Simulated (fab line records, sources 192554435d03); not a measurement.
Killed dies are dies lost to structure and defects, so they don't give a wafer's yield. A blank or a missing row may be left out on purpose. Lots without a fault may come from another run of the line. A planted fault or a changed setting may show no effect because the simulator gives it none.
fab line records | flow n5_finfet
record lots=11 wafers=33 last_day=18
route steps=1938 shown BEOL_M14@1761 PASS1_CAP@1874 TV_OPEN@1890 PASSIVATION@1926
lots that met no fault: from a run of the same line without faults
start_h: hours from the record's first day to the start of the lot's first wafer shown | wait_h: hours since the lot's step before | " the same as in the row above | L1.1+2: a row that stands for several wafers | - no value, or no start given | * or withheld: withheld | < > ~ a bound
route shown NAME@n: a module of which the file shows steps, and the number in the route of the first | usual: mean/standard deviation of fault-free wafers | same: alike in all rows | chamber/n: place in a boat | sites: the reading at each site | _std_site: their standard deviation | _edge_site: outer sites' mean less inner sites' | radius_mm: how far each site lies from the wafer's centre | mask NAME#n: copy n | behind: the tool/chamber that last shaped the wafer | hold: why the lot was held/for how many hours/how that ended | device: the transistor (n, p or np) that didn't switch | end of line: the same wafers' tests at the end of the route | a step without rows: its recipe alone | killed: dies lost to structure and defects at the first sort, not the wafer's yield | map: a wafer's dies, x killed, . not, _ none there
set.NAME: the setting as run; set.NAME@STEP: as run at that earlier step | model.NAME: the simulator's own value behind a step, which no gauge read
steps of the route over a sample of lots; a table a step, a row a wafer
services: from which hour (start_h, from the record's first day; less than 0 if before it) a tool's chamber was out of use, for how many hours, and why
## steps
# step N5_BEOL_M14_PRE_CLEAN_42
# recipe gas=H2/He time_s=30 temp_c=300
# usual heater_power_w=462/34
# columns lot.wafer tool chamber start_h wait_h heater_power_w
L464.1 pvd_sputter-03 - 262.89 0.0 442
L464.4 " - " " 441
L464.6 " - " " 502
L468.3 pvd_sputter-02 - 282.22 0.0 428
L468.4 " - " " 472
L468.5 " - " " 478
L471.2 pvd_sputter-03 - 295.60 0.0 448
L471.5 " - " " 492
L471.6 " - " " 494
L470.2 pvd_sputter-03 - 300.44 0.0 493
L470.3 " - " " 494
L470.6 " - " " 497
L469.1 pvd_sputter-02 - 302.73 0.0 477
L469.5 " - " " 482
L469.6 " - " " 479
L472.1 pvd_sputter-03 - 318.97 0.0 440
L472.3 " - " " 506
L472.4 " - " " 452
L476.1 pvd_sputter-02 - 337.66 0.0 438
L476.3 " - " " 484
L476.4 " - " " 461
L475.1 pvd_sputter-02 - 342.69 0.0 483
L475.4 " - " " 427
L475.5 " - " " 471
L478.1 pvd_sputter-02 - 364.56 0.0 459
L478.2 " - " " 425
L478.5 " - " " 470
L480.2 pvd_sputter-02 - 365.12 0.0 419
L480.3 " - " " 462
L480.4 " - " " 483
L484.1 pvd_sputter-01 - 398.43 0.0 510
L484.3 " - " " 477
L484.5 " - " " 400
# step N5_PASSIVATION_PECVD_01
# recipe material=SiNx target_thk_a=2000 temp_c=400 precursor=SiH4/NH3/N2 pressure_torr=4.9 rf_w=1406 time_s=43.2
# usual heater_power_w=388/93 showerhead_plenum_p_Torr=8.68/0.048 throttle_valve_pct=28.3/1.1
# columns lot.wafer tool chamber start_h wait_h heater_power_w showerhead_plenum_p_Torr throttle_valve_pct
L464.1 pecvd-04 2 278.78 0.0 444 8.67 26.5
L464.4 " 0 " " 461 8.61 27.6
L464.6 " 1 " " 315 8.69 28.6
L468.3 pecvd-03 0 301.86 0.0 311 8.64 27.7
L468.4 " 0 " " 334 8.65 28.0
L468.5 " 2 " " 336 8.80 29.8
L471.2 pecvd-02 0 309.30 0.0 317 8.69 28.4
L471.5 " 1 " " 356 8.68 28.0
L471.6 " 0 " " 320 8.65 28.3
L470.2 pecvd-04 0 314.31 0.0 591 8.66 27.7
L470.3 " 2 " " 444 8.68 26.4
L470.6 " 2 " " 456 8.64 26.9
L469.1 pecvd-04 2 316.19 0.0 444 8.66 26.7
L469.5 " 2 " " 456 8.64 26.6
L469.6 " 0 " " 549 8.64 27.5
L472.1 pecvd-02 1 332.06 0.0 372 8.69 27.7
L472.3 " 0 " " 348 8.67 28.7
L472.4 " 2 " " 472 8.68 28.8
L476.1 pecvd-04 2 355.35 0.0 469 8.66 26.7
L476.3 " 0 " " 537 8.65 27.7
L476.4 " 2 " " 470 8.63 26.6
L475.1 pecvd-02 0 358.30 0.0 294 8.65 28.5
L475.4 " 2 " " 528 8.69 28.7
L475.5 " 1 " " 390 8.68 27.3
L478.1 pecvd-02 1 380.31 0.0 355 8.69 27.8
L478.2 " 2 " " 415 8.67 28.7
L478.5 " 2 " " 411 8.69 29.0
L480.2 pecvd-04 2 380.55 0.0 393 8.64 26.8
L480.3 " 1 " " 245 8.69 28.4
L480.4 " 0 " " 494 8.64 27.7
L484.1 pecvd-03 2 412.21 0.0 289 8.81 30.5
L484.3 " 0 " " 433 8.65 27.6
L484.5 " 2 " " 308 8.80 30.5
# step N5_PASSIVATION_ETCH_15
# recipe chemistry=CF4/N2 target=SiCN target_depth_a=750 taper_deg=2 time_s=81.2 ion_energy_ev=150 mask_material=SiNx pressure_mtorr=40 source_w=430 bias_w=70 Ar_flow_sccm=100 cf4_flow_sccm=60 n2_flow_sccm=60
# usual drypump_motor_current_A=5.9/0.42 mfc_ar_sccm=100.02/0.3 oes_product_au=0.78/0.089 rf_vpp_V=383.1/2.3 showerhead_plenum_p_Torr=2.24/0.084 throttle_valve_pct=15.40/0.24
# columns lot.wafer tool chamber start_h wait_h drypump_motor_current_A mfc_ar_sccm oes_product_au rf_hours_counter_h rf_vpp_V showerhead_plenum_p_Torr throttle_valve_pct
L464.1 rie_diel-01 3 - - 5.7 100.37 0.70 227 383.1 2.27 15.49
L464.4 " 2 " " 6.3 100.03 0.70 203 379.4 2.10 15.41
L464.6 " 0 " " 5.5 100.17 0.80 - 383.1 2.32 15.56
L468.3 rie_diel-06 1 - - 5.9 99.83 0.80 84 382.7 2.24 15.45
L468.4 " 3 " " 6.3 99.76 0.76 126 382.3 2.23 15.55
L468.5 " 3 " " 6.3 99.49 0.76 - 381.0 2.23 15.55
L471.2 rie_diel-01 1 - - 6.3 100.32 0.76 192 385.0 2.28 15.16
L471.5 " 1 " " 6.3 99.58 0.76 - 385.7 2.28 15.18
L471.6 " 2 " " 6.4 99.20 0.70 - 379.4 2.10 15.41
L470.2 rie_diel-05 3 - - 5.8 99.62 0.68 233 383.2 2.28 15.75
L470.3 " 0 " " 5.6 100.28 0.71 183 380.5 2.10 15.72
L470.6 " 1 " " 6.1 99.92 0.98 - 384.8 2.36 14.88
L469.1 rie_diel-01 2 - - 6.4 99.86 0.70 215 380.7 2.10 15.43
L469.5 " 0 " " 5.4 99.78 0.78 - 384.9 2.32 15.59
L469.6 " 3 " " 5.7 100.41 0.69 - 383.5 2.27 15.50
L472.1 rie_diel-01 1 - - 6.3 100.27 0.75 199 384.4 2.28 15.19
L472.3 " 0 " " 5.5 100.19 0.77 118 382.3 2.32 15.60
L472.4 " 3 " " 5.7 100.78 0.69 244 384.5 2.27 15.51
L476.1 rie_diel-05 1 - - 6.1 100.71 0.92 16 385.3 2.35 14.91
L476.3 " 0 " " 5.5 100.03 0.70 197 379.8 2.10 15.75
L476.4 " 2 " " 5.6 100.08 0.87 40 381.6 2.23 15.25
L475.1 rie_diel-06 0 - - 4.9 100.21 0.88 28 385.2 2.34 15.56
L475.4 " 2 " " 6.4 100.43 0.67 243 383.3 2.17 15.48
L475.5 " 0 " " 4.9 100.21 0.88 - 385.3 2.34 15.57
L478.1 rie_diel-06 3 - - 6.3 99.52 0.74 144 383.0 2.23 15.58
L478.2 " 0 " " 4.9 100.06 0.87 36 384.6 2.33 15.60
L478.5 " 3 " " 6.3 99.98 0.74 - 382.9 2.23 15.57
L480.2 rie_diel-05 1 - - 6.1 99.55 0.91 23 385.5 2.35 14.91
L480.3 " 2 " " 5.6 99.65 0.86 49 384.2 2.23 15.25
L480.4 " 0 " " 5.5 100.00 0.70 - 378.1 2.10 15.77
L484.1 rie_diel-01 1 - - 6.3 99.90 0.72 229 383.8 2.27 15.23
L484.3 " 2 " " 6.4 100.11 0.68 248 378.2 2.09 15.48
L484.5 " 2 " " 6.4 100.08 0.68 - 380.0 2.09 15.50
# step N5_PASSIVATION_OVL_MEAS_66
# recipe points_per_wafer=44
# usual PASS_OPEN_OVL=-1/5.7
# columns lot.wafer tool chamber start_h wait_h PASS_OPEN_OVL[nm]
L464.1 overlay-01 0 282.97 0.0 -3
L464.4 " 0 " " -2
L464.6 " 0 " " 1
L468.3 overlay-02 0 307.76 0.0 2
L468.4 " 0 " " -3
L468.5 " 0 " " 8
L471.2 overlay-01 0 313.77 0.0 -1
L471.5 " 0 " " -9
L471.6 " 0 " " 0
L470.2 overlay-02 0 321.81 0.0 11
L470.3 " 0 " " -1
L470.6 " 0 " " 2
L469.1 overlay-02 0 322.72 0.0 4
L469.5 " 0 " " 13
L469.6 " 0 " " 1
L472.1 overlay-02 0 338.71 0.0 5
L472.3 " 0 " " 4
L472.4 " 0 " " 5
L476.1 overlay-02 0 363.35 0.0 4
L476.3 " 0 " " 2
L476.4 " 0 " " -12
L475.1 overlay-01 0 365.89 0.0 -15
L475.4 " 0 " " -4
L475.5 " 0 " " -10
L478.1 overlay-01 0 385.03 0.0 -11
L478.2 " 0 " " 4
L478.5 " 0 " " -12
L480.2 overlay-01 0 385.49 0.0 3
L480.3 " 0 " " -14
L480.4 " 0 " " -3
L484.1 overlay-02 0 416.62 0.0 -1
L484.3 " 0 " " -2
L484.5 " 0 " " -11
# step N5_PASSIVATION_PROBE_49
# usual defect_limited_yield=90.9/1.4 killed_at_M0_to_M3=37/12 killed_at_M4_up=14/5.3 killed_at_contacts=12/6.2 killed_at_front_end=41/11 killed_at_other=3.7/2.9 killed_dies=107/17 killed_open=71/12 killed_short=34/7.9 sort_bin_5_function=5.3/0.95 sort_bin_6_memory=3.4/0.7 sort_bin_8_speed=0.00/0.0099 sort_n_pass=1073/17 sort_yield_pct=90.9/1.5
# same gross_dies=1180 killed_at_back_side=0 sort_bin_4_leakage[%]=0
# columns lot.wafer tool chamber start_h wait_h defect_limited_yield[%] killed_at_M0_to_M3 killed_at_M4_up killed_at_contacts killed_at_front_end killed_at_other killed_dies killed_open killed_short sort_bin_5_function[%] sort_bin_6_memory[%] sort_bin_8_speed[%] sort_n_pass sort_yield_pct[%]
L471.2 prober-02 - 317.48 0.1 91.1 47 13 21 23 1 105 73 28 4.2 4.2 0 1075 91.1
L471.5 prober-02 - 317.63 0.2 90.8 46 10 13 36 3 108 74 31 4.7 4.1 0 1072 90.8
L471.6 prober-02 - 317.68 0.3 92.7 32 11 6 37 0 86 59 22 4.2 2.6 0 1094 92.7
L478.1 prober-02 - 389.00 0.0 92.2 36 6 7 40 3 92 64 22 4.4 2.9 0 1088 92.2
L478.2 prober-02 - 389.05 0.1 82.8 41 111 13 36 2 203 71 31 10.7 4.7 0 977 82.8
L478.5 prober-02 - 389.20 0.2 87.8 46 20 31 35 12 144 103 36 6.7 5.1 0 1036 87.8
L480.2 prober-01 - 389.44 0.1 83.4 34 104 17 34 7 196 60 33 11.0 4.0 0 984 83.4
L480.3 prober-01 - 389.49 0.1 92.2 36 6 16 24 10 92 58 34 4.0 3.6 0 1088 92.2
L480.4 prober-01 - 389.54 0.2 88.8 34 18 26 53 1 132 102 30 6.0 4.9 0 1048 88.8
L484.3 prober-02 - 419.82 0.1 92.5 29 10 9 38 2 88 59 29 4.7 2.5 0 1092 92.5
# killed by level:class
L471.2 MOL_CONTACT_COAG:geometric_particle:open=17 BEOL_M3:geometric_particle:open=12 BEOL_M2:geometric_particle:open=9 DUMMY_GATE:geometric_particle:open=7 BEOL_M0_SAQP:geometric_particle:short=6 BEOL_M0_SAQP:geometric_particle:open=6 BEOL_M5:geometric_particle:open=5 BEOL_M1:geometric_particle:short=5
L471.5 BEOL_M0_SAQP:geometric_particle:open=13 BEOL_M3:geometric_particle:open=13 STI_FIN_REVEAL:geometric_particle:open=11 MOL_CONTACT_COAG:geometric_particle:open=9 FIN_SAQP:geometric_particle:short=5 DUMMY_GATE:geometric_particle:short=5 BEOL_M1:geometric_particle:short=5 FIN_SAQP:geometric_particle:open=4
L471.6 BEOL_M2:geometric_particle:open=10 STI_FIN_REVEAL:geometric_particle:open=6 BEOL_M0_SAQP:geometric_particle:open=6 BEOL_M3:geometric_particle:open=6 GATE_CUT:geometric_particle:open=5 MOL_CONTACT_COAG:geometric_particle:open=5 STARTING-WAFER:geometric_particle:short=5 DUMMY_GATE:geometric_particle:open=4
L478.1 BEOL_M2:geometric_particle:open=10 STI_FIN_REVEAL:geometric_particle:open=8 BEOL_M3:geometric_particle:open=8 FIN_SAQP:geometric_particle:open=7 MOL_CONTACT_COAG:geometric_particle:open=7 BEOL_M1:geometric_particle:open=6 BEOL_M0_SAQP:geometric_particle:short=4 HKMG_FIN:area_etch=4
L478.2 BEOL_M14:unspecified=98 STI_FIN_REVEAL:geometric_particle:open=17 MOL_CONTACT_COAG:geometric_particle:open=11 BEOL_M0_SAQP:geometric_particle:short=9 BEOL_M2:geometric_particle:open=8 BEOL_M0_SAQP:geometric_particle:open=6 BEOL_M5:geometric_particle:open=6 BEOL_M0:geometric_particle:open=4
L478.5 MOL_CONTACT_COAG:geometric_particle:open=26 BEOL_M1:geometric_particle:open=15 STI_FIN_REVEAL:geometric_particle:open=10 BEOL_M0_SAQP:geometric_particle:short=8 BEOL_M2:geometric_particle:open=7 BEOL_M4:geometric_particle:open=7 MOL_CONTACT_COAG:geometric_particle:short=5 BEOL_M3:geometric_particle:open=5
L480.2 BEOL_M14:unspecified=102 STI_FIN_REVEAL:geometric_particle:open=14 MOL_CONTACT_COAG:geometric_particle:short=9 MOL_CONTACT_COAG:geometric_particle:open=8 BEOL_M3:geometric_particle:open=7 BEOL_M0_SAQP:geometric_particle:short=6 BEOL_M0_SAQP:geometric_particle:open=6 FIN_SAQP:geometric_particle:short=5
L480.3 MOL_CONTACT_COAG:geometric_particle:open=13 BEOL_M0_SAQP:geometric_particle:short=12 FIN_SAQP:geometric_particle:open=7 BEOL_M0_SAQP:geometric_particle:open=6 STI_FIN_REVEAL:geometric_particle:open=5 BEOL_M1:geometric_particle:short=5 PASS1_CAP:geometric_particle:open=5 BEOL_M2:geometric_particle:open=4
L480.4 STI_FIN_REVEAL:geometric_particle:open=26 MOL_CONTACT_COAG:geometric_particle:open=20 BEOL_M1:geometric_particle:open=11 FIN_SAQP:geometric_particle:open=8 BEOL_M4:geometric_particle:open=8 MOL_CONTACT_COAG:geometric_particle:short=6 DUMMY_GATE:geometric_particle:open=6 BEOL_M0_SAQP:geometric_particle:short=6
L484.3 BEOL_M1:geometric_particle:open=15 GATE_CUT:geometric_particle:short=10 BEOL_M5:geometric_particle:open=9 MOL_CONTACT_COAG:geometric_particle:open=8 STARTING-WAFER:geometric_particle:open=6 STI_FIN_REVEAL:geometric_particle:open=5 FIN_SAQP:geometric_particle:short=4 STI_FIN_REVEAL:geometric_particle:short=4
## services
# columns tool chamber start_h hours kind
rie_diel-01 - 243.61 0.2 repair
pecvd-02 - 265.94 6.0 pm
rie_diel-06 0 271.64 2.8 repair
rie_diel-05 1 280.56 - clean
rie_diel-05 1 280.56 - consumable_replace:focus_ring
rie_diel-05 1 280.56 - consumable_replace:showerhead
rie_diel-05 1 280.56 29.9 scheduled_down
pecvd-02 - 289.68 2.4 repair
rie_diel-05 2 296.80 2.9 repair
pecvd-04 1 297.75 48.4 repair
pecvd-04 0 304.09 2.1 scheduled_down
rie_diel-06 3 316.56 4.0 repair
pecvd-03 1 321.47 16.8 repair
rie_diel-06 - 325.45 14.6 pm
pecvd-04 2 333.04 2.6 repair
rie_diel-01 - 336.07 0.2 repair
pvd_sputter-01 - 339.12 1.2 repair
rie_diel-01 0 347.03 9.4 repair
rie_diel-01 3 356.46 - clean
rie_diel-01 3 356.46 - consumable_replace:focus_ring
rie_diel-01 3 356.46 21.5 scheduled_down
rie_diel-01 3 356.46 21.5 vent_cycle
rie_diel-05 1 366.67 2.3 repair
rie_diel-06 - 412.46 2.8 pm
## key
first_sign step=N5_PASSIVATION_PROBE_49 reading=killed_at_M4_up direction=up sigmas=18 usual=14 struck=108
effect step=N5_PASSIVATION_PROBE_49 reading=killed_dies direction=up sigmas=5.4 usual=107 struck=200
more_kills_born_at N5_BEOL_M14_PRE_CLEAN_42@pvd_sputter-02=200
met_at N5_BEOL_M14_PRE_CLEAN_42
struck_lots L478,L480
struck_wafers L478.2,L480.2
not_acting_at N5_PASSIVATION_PECVD_01,N5_PASSIVATION_ETCH_15,N5_PASSIVATION_OVL_MEAS_66
onset_between 342.69 364.56
fault kind=chamber_particle_source tool=pvd_sputter-02 chamber=- onset_h=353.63 steps=N5_BEOL_M14_PRE_CLEAN_42 rate_per_visit_cm2=0.47843 end_h=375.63 scope=struck_wafers_only
